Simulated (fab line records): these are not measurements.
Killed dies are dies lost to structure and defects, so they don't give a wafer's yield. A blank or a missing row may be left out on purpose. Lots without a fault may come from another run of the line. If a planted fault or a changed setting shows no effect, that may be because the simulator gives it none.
Chamber matching || flow nand_harc || NHARC_P_BONDPAD_DESCUM_11 on rie_diel-10: 4 sister chambers
The step chemistry O2, time 3 s. 17 wafers are shown with their chamber, then 8 later ones without.

WAFERS WITH THEIR CHAMBER
{"wafer": "L318.1", "chamber": 0, "drypump_motor_current_A (A)": 5.7, "oes_product_au (a.u.)": 1.002, "rf_vpp_V (V)": 57.8}
{"wafer": "L318.4", "chamber": 2, "drypump_motor_current_A (A)": 5.2, "oes_product_au (a.u.)": 0.989, "rf_vpp_V (V)": 59.1}
{"wafer": "L318.6", "chamber": 0, "drypump_motor_current_A (A)": 5.7, "oes_product_au (a.u.)": 1.011, "rf_vpp_V (V)": 56.8}
{"wafer": "L321.1", "chamber": 3, "drypump_motor_current_A (A)": 5.7, "oes_product_au (a.u.)": 0.999, "rf_vpp_V (V)": 56.5}
{"wafer": "L321.2", "chamber": 0, "drypump_motor_current_A (A)": 5.7, "oes_product_au (a.u.)": 1.018, "rf_vpp_V (V)": 57.9}
{"wafer": "L321.6", "chamber": 0, "drypump_motor_current_A (A)": 5.7, "oes_product_au (a.u.)": 1.016, "rf_vpp_V (V)": 56.8}
{"wafer": "L323.2", "chamber": 0, "drypump_motor_current_A (A)": 5.8, "oes_product_au (a.u.)": 1.002, "rf_vpp_V (V)": 58.8}
{"wafer": "L323.3", "chamber": 3, "drypump_motor_current_A (A)": 5.7, "oes_product_au (a.u.)": 0.999, "rf_vpp_V (V)": 57.8}
{"wafer": "L323.4", "chamber": 1, "drypump_motor_current_A (A)": 5.1, "oes_product_au (a.u.)": 1.009, "rf_vpp_V (V)": 58.8}
{"wafer": "L327.1", "chamber": 0, "drypump_motor_current_A (A)": 5.7, "oes_product_au (a.u.)": 1.003, "rf_vpp_V (V)": 57.7}
{"wafer": "L327.3", "chamber": 2, "drypump_motor_current_A (A)": 5.2, "oes_product_au (a.u.)": 0.986, "rf_vpp_V (V)": 56.3}
{"wafer": "L327.4", "chamber": 3, "drypump_motor_current_A (A)": 5.7, "oes_product_au (a.u.)": 1.014, "rf_vpp_V (V)": 56.9}
{"wafer": "L331.3", "chamber": 2, "drypump_motor_current_A (A)": 5.2, "oes_product_au (a.u.)": 0.990, "rf_vpp_V (V)": 58.2}
{"wafer": "L331.5", "chamber": 1, "drypump_motor_current_A (A)": 5.1, "oes_product_au (a.u.)": 0.999, "rf_vpp_V (V)": 57.2}
{"wafer": "L331.6", "chamber": 2, "drypump_motor_current_A (A)": 5.2, "oes_product_au (a.u.)": 0.974, "rf_vpp_V (V)": 60.3}
{"wafer": "L329.4", "chamber": 2, "drypump_motor_current_A (A)": 5.2, "oes_product_au (a.u.)": 0.983, "rf_vpp_V (V)": 58.4}
{"wafer": "L329.5", "chamber": 1, "drypump_motor_current_A (A)": 5.1, "oes_product_au (a.u.)": 1.008, "rf_vpp_V (V)": 56.6}

SIGNATURES, as means of the wafers listed above
{"reading": "drypump_motor_current_A", "chamber 0": 5.717, "chamber 1": 5.100, "chamber 2": 5.200, "chamber 3": 5.700, "scatter within a chamber": 0.0253}
{"reading": "oes_product_au", "chamber 0": 1.00867, "chamber 1": 1.00533, "chamber 2": 0.98440, "chamber 3": 1.00400, "scatter within a chamber": 0.00703}
{"reading": "rf_vpp_V", "chamber 0": 57.633, "chamber 1": 57.533, "chamber 2": 58.460, "chamber 3": 57.067, "scatter within a chamber": 1.07}
Rule: for a wafer and a chamber, the distance is found by dividing, reading by reading, the gap between the wafer's reading and the chamber's mean by the reading's scatter, squaring, summing and taking the root. If the next closest chamber is less than 2 further off than the closest, the wafer can't be placed; otherwise it belongs to the closest. The scatter: the root of (the sum of the squares of (reading less its chamber's mean) over the shown wafers, divided by (wafers less chambers)).

WAFERS WITH NO CHAMBER GIVEN
{"wafer": "L329.6", "drypump_motor_current_A (A)": 5.3, "oes_product_au (a.u.)": 0.990, "rf_vpp_V (V)": 59.6}
{"wafer": "L334.5", "drypump_motor_current_A (A)": 5.7, "oes_product_au (a.u.)": 1.008, "rf_vpp_V (V)": 56.6}
{"wafer": "L334.6", "drypump_motor_current_A (A)": 5.8, "oes_product_au (a.u.)": 0.997, "rf_vpp_V (V)": 58.3}
{"wafer": "L335.2", "drypump_motor_current_A (A)": 5.1, "oes_product_au (a.u.)": 1.004, "rf_vpp_V (V)": 57.7}
{"wafer": "L335.3", "drypump_motor_current_A (A)": 5.2, "oes_product_au (a.u.)": 0.989, "rf_vpp_V (V)": 58.3}
{"wafer": "L335.6", "drypump_motor_current_A (A)": 5.1, "oes_product_au (a.u.)": 0.999, "rf_vpp_V (V)": 55.9}
{"wafer": "L338.5", "drypump_motor_current_A (A)": 5.1, "oes_product_au (a.u.)": 0.996, "rf_vpp_V (V)": 58.0}
{"wafer": "L338.6", "drypump_motor_current_A (A)": 5.2, "oes_product_au (a.u.)": 0.979, "rf_vpp_V (V)": 58.2}

THE CHAMBER EACH PASSED THROUGH
{"wafer": "L329.6", "from the rows above": 2, "in truth": 2}
{"wafer": "L334.5", "from the rows above": "can't be placed: 3 or 0", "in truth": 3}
{"wafer": "L334.6", "from the rows above": "can't be placed: 0 or 3", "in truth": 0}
{"wafer": "L335.2", "from the rows above": 1, "in truth": 1}
{"wafer": "L335.3", "from the rows above": 2, "in truth": 2}
{"wafer": "L335.6", "from the rows above": 1, "in truth": 1}
{"wafer": "L338.5", "from the rows above": 1, "in truth": 1}
{"wafer": "L338.6", "from the rows above": 2, "in truth": 2}
Placed correctly: 6 of 8. Not placeable from these rows: 2 (in 2, the candidates include the true chamber). 0 placed wrongly.
